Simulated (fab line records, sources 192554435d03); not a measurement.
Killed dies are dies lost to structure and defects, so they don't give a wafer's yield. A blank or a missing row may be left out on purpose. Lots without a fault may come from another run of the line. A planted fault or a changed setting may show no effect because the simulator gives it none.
fab line records | flow n5_finfet
record lots=7 wafers=39
route steps=1938 shown BEOL_M11@1578
start_h: hours from the record's first day to the start of the lot's first wafer shown | wait_h: hours since the lot's step before | " the same as in the row above | L1.1+2: a row that stands for several wafers | - no value, or no start given | * or withheld: withheld | < > ~ a bound
route shown NAME@n: a module of which the file shows steps, and the number in the route of the first | usual: mean/standard deviation of fault-free wafers | same: alike in all rows | chamber/n: place in a boat | sites: the reading at each site | _std_site: their standard deviation | _edge_site: outer sites' mean less inner sites' | radius_mm: how far each site lies from the wafer's centre | mask NAME#n: copy n | behind: the tool/chamber that last shaped the wafer | hold: why the lot was held/for how many hours/how that ended | device: the transistor (n, p or np) that didn't switch | end of line: the same wafers' tests at the end of the route | a step without rows: its recipe alone | killed: dies lost to structure and defects at the first sort, not the wafer's yield | map: a wafer's dies, x killed, . not, _ none there
set.NAME: the setting as run; set.NAME@STEP: as run at that earlier step | model.NAME: the simulator's own value behind a step, which no gauge read
lots whose settings were changed on purpose; a table a step, a row a wafer
## steps
# step N5_BEOL_M11_TRENCH_ETCH_37
# recipe chemistry=C4F6/O2 target_depth_a=1488.3 target=SiCOH_lowk time_s=48 ion_energy_ev=250 pressure_mtorr=30 source_w=345 bias_w=185 Ar_flow_sccm=300 C4F6_flow_sccm=10 O2_flow_sccm=10
# columns lot.wafer tool chamber start_h wait_h set.time_s model.etch.depth_nm model.BEOL_M11.feature_depth_nm model.TiN_of_BEOL_M11_HM_DEP_02.thk_nm
L074.1 rie_diel-03 0 - - 48 145.6 145.6 15.8
L074.3 " 2 " " 48 146.7 146.6 15.8
L074.6 " 0 " " 48 144.4 144.4 15.8
L079.1 rie_diel-03 0 - - 40.22 121.6 121.6 16.6
L079.2 " 2 " " 48 147 147 16
L079.3 " 3 " " 48 147.3 147.2 16
L079.4 " 1 " " 40.22 118.6 118.6 16.8
L079.5 " 0 " " 48 145.1 145 16
L079.6 " 3 " " 40.22 121.8 121.8 16.6
L084.1 rie_diel-06 0 - - 28.56 88.45 88.4 17.2
L084.2 " 3 " " 48 152.2 152.2 15.8
L084.3 " 2 " " 48 148.2 148.2 15.8
L084.4 " 1 " " 28.56 90.23 90.2 17.4
L084.5 " 3 " " 48 151.9 151.8 15.6
L084.6 " 0 " " 28.56 88.93 89 17.4
L088.1 rie_diel-06 1 - - 48 150.1 150.2 16.2
L088.2 " 3 " " 48 151.1 151.2 16.2
L088.3 " 2 " " 35.49 107.7 107.8 17.2
L088.4 " 0 " " 35.49 109.6 109.6 17.4
L088.5 " 2 " " 35.49 108.7 108.6 17.2
L088.6 " 1 " " 48 150.1 150 16.2
L086.1 rie_diel-03 1 - - 74.93 223.8 223.8 13.6
L086.2 " 3 " " 48 146.9 146.8 15.6
L086.3 " 2 " " 74.93 230.2 230.2 13.4
L086.4 " 0 " " 48 146 146 16
L086.5 " 0 " " 74.93 228 228 13.4
L086.6 " 3 " " 48 146.4 146.4 15.8
L090.1 rie_diel-06 3 - - 20.21 63.13 63.2 18.2
L090.2 " 0 " " 20.21 62.38 62.4 18
L090.3 " 1 " " 20.21 63.19 63.2 18
L090.4 " 2 " " 48 146.1 146.2 16.2
L090.5 " 0 " " 48 147.9 147.8 16
L090.6 " 3 " " 48 150.2 150.2 15.8
L093.1+4 rie_diel-06 1,3 - - 48 151.2 151.2 15.4
L093.2 " 2 " " 48 147.5 147.6 15.6
L093.3 " 0 " " 48 149.8 149.8 15.4
L093.5 " 0 " " 48 149.1 149.2 15.4
L093.6 " 1 " " 48 150.8 150.8 15.4
# step N5_BEOL_M11_ETCH_41
# recipe chemistry=CH3F/O2 target=SiCN target_depth_a=426 taper_deg=2 time_s=86 ion_energy_ev=120 mask_material=TiN pressure_mtorr=30 source_w=395 bias_w=75 Ar_flow_sccm=150 CH3F_flow_sccm=30 O2_flow_sccm=20
# step N5_BEOL_M11_STRIP_77
# recipe chemistry=N2/H2 time_s=10 power_w=450 temp_c=40 pressure_mtorr=20 rf_frequency_hz=6e+07 bias_power_w=7 n2_flow_sccm=200 h2_flow_sccm=200
# step N5_BEOL_M11_OCD_MEAS_38
# usual trench_depth_nm=148.1/2.5
# columns lot.wafer tool chamber start_h wait_h set.time_s@BEOL_M11_TRENCH_ETCH_37 trench_depth_nm
L074.1 ocd-02 - 221.76 - 48 145.5
L074.3 " - " " 48 146.5
L074.6 " - " " 48 145.0
L079.1 ocd-01 - 249.50 - 40.22 122.3
L079.2 " - " " 48 147.0
L079.3 " - " " 48 147.8
L079.4 " - " " 40.22 119.4
L079.5 " - " " 48 144.9
L079.6 " - " " 40.22 121.9
L084.1 ocd-01 - 275.84 - 28.56 88.8
L084.2 " - " " 48 152.1
L084.3 " - " " 48 148.4
L084.4 " - " " 28.56 89.9
L084.5 " - " " 48 152.2
L084.6 " - " " 28.56 89.0
L088.1 ocd-02 - 302.08 - 48 150.5
L088.2 " - " " 48 150.9
L088.3 " - " " 35.49 107.4
L088.4 " - " " 35.49 109.7
L088.5 " - " " 35.49 109.0
L088.6 " - " " 48 150.3
L086.1 ocd-02 - 302.77 - 74.93 223.8
L086.2 " - " " 48 146.7
L086.3 " - " " 74.93 230.7
L086.4 " - " " 48 145.9
L086.5 " - " " 74.93 228.5
L086.6 " - " " 48 145.9
L090.1 ocd-01 - 323.29 - 20.21 63.4
L090.2 " - " " 20.21 61.8
L090.3 " - " " 20.21 63.5
L090.4 " - " " 48 146.4
L090.5 " - " " 48 147.8
L090.6 " - " " 48 149.8
L093.1 ocd-01 - 332.84 - 48 150.9
L093.2 " - " " 48 147.4
L093.3 " - " " 48 150.1
L093.4 " - " " 48 151.1
L093.5 " - " " 48 149.4
L093.6 " - " " 48 150.4
# step N5_BEOL_M11_HM_STRIP_39
# recipe chemistry=peroxide_tin_strip material=TiN target_depth_a=250 temp_c=50 time_s=158
# step N5_BEOL_M11_SRD_40
# recipe time_s=30 temp_c=23 rinse_liquid=diw dry=ipa_marangoni
# step N5_BEOL_M11_ECD_50
# recipe material=Cu target_thk_a=3180
# step N5_BEOL_M11_ANNEAL_51
# recipe temp_c=225 time_s=90 ambient=N2
# step N5_BEOL_M11_CMP_52
# recipe stop_on=SiCOH_lowk t_overpolish_s=7 down_force_psi=1 platen_rpm=50 clearing_platen_down_force_psi=1.5 clearing_platen_rpm=50 post_cmp_clean=cu_alkaline target_thk_nm=140 clearing_platen_pad_velocity_m_s=0.99484 pad_velocity_m_s=0.99484
# columns lot.wafer tool chamber start_h wait_h set.time_s@BEOL_M11_TRENCH_ETCH_37 model.Cu_of_BEOL_M11_ECD_50.thk_nm
L074.3 cmp-04 2 223.61 0.2 48 137.6
L074.1 " 0 " " 48 137.2
L074.6 " 2 " " 48 135
L079.1 cmp-01 2 253.85 0.3 40.22 111.2
L079.4 " 3 " " 40.22 107.8
L079.2 " 0 " " 48 137
L079.3 " 1 " " 48 136.6
L079.6 " 2 " " 40.22 111.4
L079.5 " 3 " " 48 136
L084.3 cmp-04 2 280.06 0.3 48 138.2
L084.1 " 3 " " 28.56 78.8
L084.2 " 0 " " 48 144.4
L084.4 " 1 " " 28.56 81
L084.6 " 2 " " 28.56 79.2
L084.5 " 3 " " 48 143.4
L088.4+5 cmp-01 0 304.00 0.1 35.49 101
L088.3 " 1 " " 35.49 98
L088.2 " 2 " " 48 141.8
L088.1 " 3 " " 48 140.6
L088.6 " 1 " " 48 139.2
L086.2 cmp-04 2 306.57 0.2 48 137.2
L086.4 " 3 " " 48 136.4
L086.3 " 0 " " 74.93 221.2
L086.1 " 1 " " 74.93 214.2
L086.6 " 2 " " 48 137.6
L086.5 " 3 " " 74.93 215.8
L090.2 cmp-01 2 326.37 0.2 20.21 52.6
L090.4 " 3 " " 48 137.2
L090.1 " 0 " " 20.21 54.6
L090.3 " 1 " " 20.21 54.4
L090.5 " 2 " " 48 139
L090.6 " 3 " " 48 140.4
L093.1+6 cmp-04 0,1 336.05 0.3 48 142.4
L093.2 " 1 " " 48 138.4
L093.4 " 2 " " 48 143
L093.3 " 3 " " 48 140.8
L093.5 " 0 " " 48 141.4
# step N5_BEOL_M11_THK_MEAS_53
# recipe thk_meas_gauge=xrf reads=Cu_of_BEOL_M11_ECD_50
# usual M11_THK=137/3
# columns lot.wafer tool chamber start_h wait_h set.time_s@BEOL_M11_TRENCH_ETCH_37 M11_THK[nm]
L074.1 film_metro-01 - 223.87 - 48 134
L074.3 " - " " 48 134
L074.6 " - " " 48 132
L079.1 film_metro-01 - 254.15 - 40.22 107
L079.2 " - " " 48 132
L079.3 " - " " 48 132
L079.4 " - " " 40.22 104
L079.5 " - " " 48 131
L079.6 " - " " 40.22 108
L084.1 film_metro-01 - 280.35 - 28.56 76
L084.2 " - " " 48 141
L084.3 " - " " 48 134
L084.4 " - " " 28.56 79
L084.5 " - " " 48 139
L084.6 " - " " 28.56 77
L088.1 film_metro-01 - 304.29 - 48 136
L088.2 " - " " 48 137
L088.3 " - " " 35.49 95
L088.4 " - " " 35.49 98
L088.5 " - " " 35.49 98
L088.6 " - " " 48 135
L086.1 film_metro-02 - 306.86 - 74.93 212
L086.2 " - " " 48 136
L086.3 " - " " 74.93 218
L086.4 " - " " 48 135
L086.5 " - " " 74.93 214
L086.6 " - " " 48 136
L090.1 film_metro-01 - 326.66 - 20.21 54
L090.2 " - " " 20.21 52
L090.3 " - " " 20.21 53
L090.4 " - " " 48 135
L090.5 " - " " 48 137
L090.6 " - " " 48 137
L093.1 film_metro-02 - 336.34 - 48 140
L093.2 " - " " 48 136
L093.3 " - " " 48 138
L093.4 " - " " 48 140
L093.5 " - " " 48 139
L093.6 " - " " 48 140
# step N5_BEOL_M11_PRE_CLEAN_55
# recipe gas=NH3 time_s=15 temp_c=withheld rf_power_w=300
# step N5_BEOL_M11_DEP_56
# recipe material=SiCN target_thk_a=300 temp_c=withheld precursor=3MS/NH3 pressure_torr=3 rf_w=675 time_s=10.5
# step N5_BEOL_M11_RS_MEAS_57
# recipe thk_meas_gauge=four-point-probe reads=Cu_of_BEOL_M11_ECD_50+Co_of_BEOL_M11_CVD_75+TaN_of_BEOL_M11_ALD_74
# usual M11_RS=0.152/0.0034
# columns lot.wafer tool chamber start_h wait_h set.time_s@BEOL_M11_TRENCH_ETCH_37 M11_RS[ohm/sq]
L074.1 film_metro-01 - 224.02 0.1 48 0.154
L074.3 " - " " 48 0.154
L074.6 " - " " 48 0.157
L079.1 film_metro-02 - 254.27 0.0 40.22 0.195
L079.2 " - " " 48 0.155
L079.3 " - " " 48 0.155
L079.4 " - " " 40.22 0.203
L079.5 " - " " 48 0.156
L079.6 " - " " 40.22 0.195
L084.1 film_metro-02 - 280.48 0.0 28.56 0.291
L084.2 " - " " 48 0.146
L084.3 " - " " 48 0.153
L084.4 " - " " 28.56 0.281
L084.5 " - " " 48 0.147
L084.6 " - " " 28.56 0.289
L088.1 film_metro-02 - 304.42 0.0 48 0.150
L088.2 " - " " 48 0.149
L088.3 " - " " 35.49 0.225
L088.4 " - " " 35.49 0.218
L088.5 " - " " 35.49 0.218
L088.6 " - " " 48 0.152
L086.1 film_metro-02 - 306.98 0.0 74.93 0.095
L086.2 " - " " 48 0.155
L086.3 " - " " 74.93 0.092
L086.4 " - " " 48 0.156
L086.5 " - " " 74.93 0.095
L086.6 " - " " 48 0.154
L090.1 film_metro-01 - 326.79 0.0 20.21 0.453
L090.2 " - " " 20.21 0.475
L090.3 " - " " 20.21 0.454
L090.4 " - " " 48 0.154
L090.5 " - " " 48 0.152
L090.6 " - " " 48 0.150
L093.1 film_metro-01 - 336.50 0.0 48 0.148
L093.2 " - " " 48 0.153
L093.3 " - " " 48 0.150
L093.4 " - " " 48 0.147
L093.5 " - " " 48 0.149
L093.6 " - " " 48 0.148
## key
split step=N5_BEOL_M11_TRENCH_ETCH_37 setting=time_s stated=48 by=wafer
response step=N5_BEOL_M11_TRENCH_ETCH_37 reading=model.etch.depth_nm change=+1.48 per=1% r=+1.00
response step=N5_BEOL_M11_TRENCH_ETCH_37 reading=model.BEOL_M11.feature_depth_nm change=+1.48 per=1% r=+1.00
response step=N5_BEOL_M11_TRENCH_ETCH_37 reading=model.TiN_of_BEOL_M11_HM_DEP_02.thk_nm change=-0.039 per=1% r=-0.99
response step=N5_BEOL_M11_OCD_MEAS_38 reading=trench_depth_nm change=+1.49 per=1% r=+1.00
response step=N5_BEOL_M11_CMP_52 reading=model.Cu_of_BEOL_M11_ECD_50.thk_nm change=+1.48 per=1% r=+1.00
response step=N5_BEOL_M11_THK_MEAS_53 reading=M11_THK change=+1.45 per=1% r=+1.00
response step=N5_BEOL_M11_RS_MEAS_57 reading=M11_RS change=-0.00323 per=1% r=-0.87
